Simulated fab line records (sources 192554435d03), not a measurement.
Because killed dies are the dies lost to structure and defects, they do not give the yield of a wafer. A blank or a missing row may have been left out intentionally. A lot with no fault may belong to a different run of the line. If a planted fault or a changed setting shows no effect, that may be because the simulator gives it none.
Chamber matching / flow n5-finfet / N5_BEOL_M0_SAQP_PECVD_96 on pecvd-04: 3 sister chambers
The step deposits a-Si from SiH4/He, target thk 45 nm, time 45.2 s. 14 wafers are shown with their chamber, then 7 later ones without.

## EACH WAFER AND ITS CHAMBER
wafer=L079.1; chamber=1; throttle-valve-pct (%)=16.3; showerhead-plenum-p-Torr (Torr)=5.68; heater-power-w (W)=666
wafer=L079.4; chamber=0; throttle-valve-pct (%)=17.8; showerhead-plenum-p-Torr (Torr)=5.74; heater-power-w (W)=669
wafer=L079.6; chamber=2; throttle-valve-pct (%)=18.6; showerhead-plenum-p-Torr (Torr)=5.70; heater-power-w (W)=510
wafer=L083.1; chamber=2; throttle-valve-pct (%)=18.9; showerhead-plenum-p-Torr (Torr)=5.69; heater-power-w (W)=551
wafer=L083.4; chamber=2; throttle-valve-pct (%)=18.6; showerhead-plenum-p-Torr (Torr)=5.69; heater-power-w (W)=555
wafer=L083.5; chamber=1; throttle-valve-pct (%)=16.6; showerhead-plenum-p-Torr (Torr)=5.67; heater-power-w (W)=687
wafer=L084.1; chamber=1; throttle-valve-pct (%)=16.3; showerhead-plenum-p-Torr (Torr)=5.67; heater-power-w (W)=684
wafer=L084.2; chamber=0; throttle-valve-pct (%)=17.8; showerhead-plenum-p-Torr (Torr)=5.76; heater-power-w (W)=670
wafer=L084.6; chamber=0; throttle-valve-pct (%)=17.6; showerhead-plenum-p-Torr (Torr)=5.74; heater-power-w (W)=670
wafer=L085.3; chamber=2; throttle-valve-pct (%)=18.6; showerhead-plenum-p-Torr (Torr)=5.70; heater-power-w (W)=538
wafer=L085.5; chamber=0; throttle-valve-pct (%)=18.0; showerhead-plenum-p-Torr (Torr)=5.73; heater-power-w (W)=632
wafer=L085.6; chamber=2; throttle-valve-pct (%)=18.6; showerhead-plenum-p-Torr (Torr)=5.69; heater-power-w (W)=526
wafer=L088.2; chamber=0; throttle-valve-pct (%)=17.8; showerhead-plenum-p-Torr (Torr)=5.75; heater-power-w (W)=703
wafer=L088.5; chamber=1; throttle-valve-pct (%)=16.4; showerhead-plenum-p-Torr (Torr)=5.67; heater-power-w (W)=691

SIGNATURES (means of the wafers above)
reading=throttle-valve-pct; chamber 0=17.800; chamber 1=16.400; chamber 2=18.660; scatter within a chamber=0.139
reading=showerhead-plenum-p-Torr; chamber 0=5.7440; chamber 1=5.6725; chamber 2=5.6940; scatter within a chamber=0.00806
reading=heater-power-w; chamber 0=668.80; chamber 1=682.00; chamber 2=536.00; scatter within a chamber=19.7
Rule: a wafer lies at a distance from a chamber equal to the root of the sum of squares, over the readings, of (its reading less the chamber's mean, divided by the reading's scatter). The wafer belongs to the nearest chamber; if the next one is less than 2 further off, it can't be placed. How the scatter is found: for the shown wafers, subtract from each reading the mean of its chamber, square and add these, divide the total by (wafers less chambers), then take the root.

## WAFERS MISSING THEIR CHAMBER
wafer=L088.6; throttle-valve-pct (%)=18.0; showerhead-plenum-p-Torr (Torr)=5.75; heater-power-w (W)=687
wafer=L089.1; throttle-valve-pct (%)=17.8; showerhead-plenum-p-Torr (Torr)=5.72; heater-power-w (W)=672
wafer=L089.4; throttle-valve-pct (%)=19.0; showerhead-plenum-p-Torr (Torr)=5.70; heater-power-w (W)=590
wafer=L089.6; throttle-valve-pct (%)=17.6; showerhead-plenum-p-Torr (Torr)=5.72; heater-power-w (W)=702
wafer=L097.3; throttle-valve-pct (%)=16.8; showerhead-plenum-p-Torr (Torr)=5.67; heater-power-w (W)=658
wafer=L097.4; throttle-valve-pct (%)=16.4; showerhead-plenum-p-Torr (Torr)=5.67; heater-power-w (W)=662
wafer=L097.6; throttle-valve-pct (%)=17.6; showerhead-plenum-p-Torr (Torr)=5.73; heater-power-w (W)=681

## EACH ONE'S CHAMBER
wafer=L088.6; from the rows above=0; in truth=0
wafer=L089.1; from the rows above=0; in truth=0
wafer=L089.4; from the rows above=2; in truth=2
wafer=L089.6; from the rows above=0; in truth=0
wafer=L097.3; from the rows above=1; in truth=1
wafer=L097.4; from the rows above=1; in truth=1
wafer=L097.6; from the rows above=0; in truth=0
7 of 7 placed correctly. Left unplaced by these rows: 0. Number placed wrongly: 0.
